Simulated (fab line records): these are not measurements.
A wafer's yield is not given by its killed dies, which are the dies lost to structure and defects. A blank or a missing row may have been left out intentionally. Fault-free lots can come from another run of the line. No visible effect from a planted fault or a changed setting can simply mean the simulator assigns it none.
Split-lot experiment || flow n5_finfet || route with 1938 steps; 7 lots, 39 wafers read

SPLIT DETAILS
At N5_FIN_SAQP_PECVD_47 (deposits a-Si from SiH4/He, target thk 45 nm, time 36.3 s), the setting time_s was moved away from the recipe's 36.3 s on 15 of the 39 wafers read, by -57.5% to +31.8%. The other wafers ran this setting at the recipe's value.

FROM THE SPLIT TO THE READING: what the file shows between them, 4 steps
- N5_FIN_SAQP_PECVD_48: deposits SiNx from SiH4/NH3/N2, target thk 25 nm, time 22.1 s
- N5_FIN_SAQP_PECVD_06: deposits a-Si from SiH4/He, target thk 60 nm, time 48.1 s
- N5_FIN_SAQP_ETCH_57: etches SiNx in CH3F/O2, target depth 32.5 nm, time 46.4 s
- N5_FIN_SAQP_ETCH_65: etches SiO2 in CF4, target depth 4 nm, time 4.4 s

THE READING
oes_product_au, in a.u., at N5_FIN_SAQP_MANDREL_ETCH_58 (etches a-Si in HBr/Cl2, stops on SiNx, target depth 45 nm, bt time 10 s, time 27 s). Fault-free wafers of this fab line usually give 0.690 a.u., standard deviation 0.013 a.u.

{"wafer": "L079.1", "tool, chamber at the split": "pecvd-04, 1", "time_s as run, s": 36.3, "against the recipe": "recipe", "oes_product_au, a.u.": 0.688, "against lot-mates on the recipe": "-"}
{"wafer": "L079.2", "tool, chamber at the split": "pecvd-04, 2", "time_s as run, s": 36.3, "against the recipe": "recipe", "oes_product_au, a.u.": 0.675, "against lot-mates on the recipe": "-"}
{"wafer": "L079.3", "tool, chamber at the split": "pecvd-04, 0", "time_s as run, s": 36.3, "against the recipe": "recipe", "oes_product_au, a.u.": 0.698, "against lot-mates on the recipe": "-"}
{"wafer": "L079.4", "tool, chamber at the split": "pecvd-04, 0", "time_s as run, s": 36.3, "against the recipe": "recipe", "oes_product_au, a.u.": 0.696, "against lot-mates on the recipe": "-"}
{"wafer": "L079.5", "tool, chamber at the split": "pecvd-04, 2", "time_s as run, s": 36.3, "against the recipe": "recipe", "oes_product_au, a.u.": 0.691, "against lot-mates on the recipe": "-"}
{"wafer": "L079.6", "tool, chamber at the split": "pecvd-04, 1", "time_s as run, s": 36.3, "against the recipe": "recipe", "oes_product_au, a.u.": 0.699, "against lot-mates on the recipe": "-"}
{"wafer": "L080.1", "tool, chamber at the split": "pecvd-02, 1", "time_s as run, s": 36.3, "against the recipe": "recipe", "oes_product_au, a.u.": 0.675, "against lot-mates on the recipe": "-"}
{"wafer": "L080.2", "tool, chamber at the split": "pecvd-02, 2", "time_s as run, s": 36.3, "against the recipe": "recipe", "oes_product_au, a.u.": 0.683, "against lot-mates on the recipe": "-"}
{"wafer": "L080.3", "tool, chamber at the split": "pecvd-02, 0", "time_s as run, s": 46.65, "against the recipe": "+28.5%", "oes_product_au, a.u.": 0.808, "against lot-mates on the recipe": "+0.122"}
{"wafer": "L080.4", "tool, chamber at the split": "pecvd-02, 1", "time_s as run, s": 46.65, "against the recipe": "+28.5%", "oes_product_au, a.u.": 0.799, "against lot-mates on the recipe": "+0.113"}
{"wafer": "L080.5", "tool, chamber at the split": "pecvd-02, 0", "time_s as run, s": 46.65, "against the recipe": "+28.5%", "oes_product_au, a.u.": 0.787, "against lot-mates on the recipe": "+0.101"}
{"wafer": "L080.6", "tool, chamber at the split": "pecvd-02, 2", "time_s as run, s": 36.3, "against the recipe": "recipe", "oes_product_au, a.u.": 0.700, "against lot-mates on the recipe": "-"}
{"wafer": "L081.1", "tool, chamber at the split": "pecvd-01, 1", "time_s as run, s": 36.3, "against the recipe": "recipe", "oes_product_au, a.u.": 0.675, "against lot-mates on the recipe": "-"}
{"wafer": "L081.4", "tool, chamber at the split": "pecvd-01, 2", "time_s as run, s": 36.3, "against the recipe": "recipe", "oes_product_au, a.u.": 0.674, "against lot-mates on the recipe": "-"}
{"wafer": "L081.6", "tool, chamber at the split": "pecvd-01, 0", "time_s as run, s": 36.3, "against the recipe": "recipe", "oes_product_au, a.u.": 0.721, "against lot-mates on the recipe": "-"}
{"wafer": "L085.1", "tool, chamber at the split": "pecvd-04, 1", "time_s as run, s": 36.3, "against the recipe": "recipe", "oes_product_au, a.u.": 0.699, "against lot-mates on the recipe": "-"}
{"wafer": "L085.2", "tool, chamber at the split": "pecvd-04, 0", "time_s as run, s": 25.3, "against the recipe": "-30.3%", "oes_product_au, a.u.": 0.577, "against lot-mates on the recipe": -0.118}
{"wafer": "L085.3", "tool, chamber at the split": "pecvd-04, 2", "time_s as run, s": 36.3, "against the recipe": "recipe", "oes_product_au, a.u.": 0.696, "against lot-mates on the recipe": "-"}
{"wafer": "L085.4", "tool, chamber at the split": "pecvd-04, 2", "time_s as run, s": 36.3, "against the recipe": "recipe", "oes_product_au, a.u.": 0.689, "against lot-mates on the recipe": "-"}
{"wafer": "L085.5", "tool, chamber at the split": "pecvd-04, 0", "time_s as run, s": 25.3, "against the recipe": "-30.3%", "oes_product_au, a.u.": 0.587, "against lot-mates on the recipe": -0.108}
{"wafer": "L085.6", "tool, chamber at the split": "pecvd-04, 1", "time_s as run, s": 25.3, "against the recipe": "-30.3%", "oes_product_au, a.u.": 0.576, "against lot-mates on the recipe": -0.119}
{"wafer": "L088.1", "tool, chamber at the split": "pecvd-04, 1", "time_s as run, s": 17.18, "against the recipe": "-52.7%", "oes_product_au, a.u.": 0.495, "against lot-mates on the recipe": -0.215}
{"wafer": "L088.2", "tool, chamber at the split": "pecvd-04, 2", "time_s as run, s": 36.3, "against the recipe": "recipe", "oes_product_au, a.u.": 0.706, "against lot-mates on the recipe": "-"}
{"wafer": "L088.3", "tool, chamber at the split": "pecvd-04, 0", "time_s as run, s": 36.3, "against the recipe": "recipe", "oes_product_au, a.u.": 0.717, "against lot-mates on the recipe": "-"}
{"wafer": "L088.4", "tool, chamber at the split": "pecvd-04, 2", "time_s as run, s": 17.18, "against the recipe": "-52.7%", "oes_product_au, a.u.": 0.489, "against lot-mates on the recipe": -0.221}
{"wafer": "L088.5", "tool, chamber at the split": "pecvd-04, 0", "time_s as run, s": 36.3, "against the recipe": "recipe", "oes_product_au, a.u.": 0.706, "against lot-mates on the recipe": "-"}
{"wafer": "L088.6", "tool, chamber at the split": "pecvd-04, 1", "time_s as run, s": 17.18, "against the recipe": "-52.7%", "oes_product_au, a.u.": 0.485, "against lot-mates on the recipe": -0.225}
{"wafer": "L091.1", "tool, chamber at the split": "pecvd-01, 2", "time_s as run, s": 36.3, "against the recipe": "recipe", "oes_product_au, a.u.": 0.689, "against lot-mates on the recipe": "-"}
{"wafer": "L091.2", "tool, chamber at the split": "pecvd-01, 0", "time_s as run, s": 36.3, "against the recipe": "recipe", "oes_product_au, a.u.": 0.689, "against lot-mates on the recipe": "-"}
{"wafer": "L091.3", "tool, chamber at the split": "pecvd-01, 1", "time_s as run, s": 15.44, "against the recipe": "-57.5%", "oes_product_au, a.u.": 0.462, "against lot-mates on the recipe": -0.226}
{"wafer": "L091.4", "tool, chamber at the split": "pecvd-01, 1", "time_s as run, s": 15.44, "against the recipe": "-57.5%", "oes_product_au, a.u.": 0.461, "against lot-mates on the recipe": -0.227}
{"wafer": "L091.5", "tool, chamber at the split": "pecvd-01, 2", "time_s as run, s": 15.44, "against the recipe": "-57.5%", "oes_product_au, a.u.": 0.462, "against lot-mates on the recipe": -0.226}
{"wafer": "L091.6", "tool, chamber at the split": "pecvd-01, 0", "time_s as run, s": 36.3, "against the recipe": "recipe", "oes_product_au, a.u.": 0.686, "against lot-mates on the recipe": "-"}
{"wafer": "L096.1", "tool, chamber at the split": "pecvd-04, 0", "time_s as run, s": 47.85, "against the recipe": "+31.8%", "oes_product_au, a.u.": 0.837, "against lot-mates on the recipe": "+0.142"}
{"wafer": "L096.2", "tool, chamber at the split": "pecvd-04, 1", "time_s as run, s": 36.3, "against the recipe": "recipe", "oes_product_au, a.u.": 0.678, "against lot-mates on the recipe": "-"}
{"wafer": "L096.3", "tool, chamber at the split": "pecvd-04, 2", "time_s as run, s": 47.85, "against the recipe": "+31.8%", "oes_product_au, a.u.": 0.840, "against lot-mates on the recipe": "+0.145"}
{"wafer": "L096.4", "tool, chamber at the split": "pecvd-04, 1", "time_s as run, s": 36.3, "against the recipe": "recipe", "oes_product_au, a.u.": 0.695, "against lot-mates on the recipe": "-"}
{"wafer": "L096.5", "tool, chamber at the split": "pecvd-04, 2", "time_s as run, s": 47.85, "against the recipe": "+31.8%", "oes_product_au, a.u.": 0.809, "against lot-mates on the recipe": "+0.114"}
{"wafer": "L096.6", "tool, chamber at the split": "pecvd-04, 0", "time_s as run, s": 36.3, "against the recipe": "recipe", "oes_product_au, a.u.": 0.713, "against lot-mates on the recipe": "-"}

FIT RESULTS
A straight line over all 39 wafers: oes_product_au changes by +0.00395 a.u. for each +1% of time_s; r = +0.99; the points scatter about the line by 0.012 a.u.
The same after taking each lot's own level away (the mean of its wafers on the recipe; 39 wafers): +0.00403 a.u. for each +1%; r = +0.99; scatter 0.011 a.u.
On that fit, the largest move of time_s shifts the reading by 0.23 a.u.
Across the lots, their own levels run from 0.6860 to 0.7097 a.u., a range of 1.8 times the standard deviation given above.
The two slopes agree, so the slope changes little with the lot-to-lot level.
Check: for one of the wafers moved furthest among these (-57.5%), held out of the fit, the line's prediction against its lot-mates is -0.232 a.u. Against them it came out at -0.226 a.u.

THE WHOLE CHAIN: every reading that the file lists as answering this split, in the file's order
{"step": "N5_FIN_SAQP_PECVD_47", "what it does": "deposits a-Si from SiH4/He, target thk 45 nm, time 36.3 s", "reading": "a-Si_of_FIN_SAQP_PECVD_47.thk_nm (the simulator's own value, which no gauge read)", "change (the file's fit)": "+0.458 nm for each +1% of the setting", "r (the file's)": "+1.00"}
{"step": "N5_FIN_SAQP_MANDREL_ETCH_58", "what it does": "etches a-Si in HBr/Cl2, stops on SiNx, target depth 45 nm, bt time 10 s, time 27 s", "reading": "oes_product_au", "change (the file's fit)": "+0.00402 a.u. for each +1% of the setting", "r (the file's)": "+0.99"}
{"step": "N5_FIN_SAQP_MANDREL_ETCH_58", "what it does": "etches a-Si in HBr/Cl2, stops on SiNx, target depth 45 nm, bt time 10 s, time 27 s", "reading": "etch.depth_nm (the simulator's own value, which no gauge read)", "change (the file's fit)": "+0.458 nm for each +1% of the setting", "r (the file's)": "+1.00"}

THE FILE'S OWN FIT
oes_product_au changes by +0.00402 a.u. for each +1% of time_s, r = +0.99.
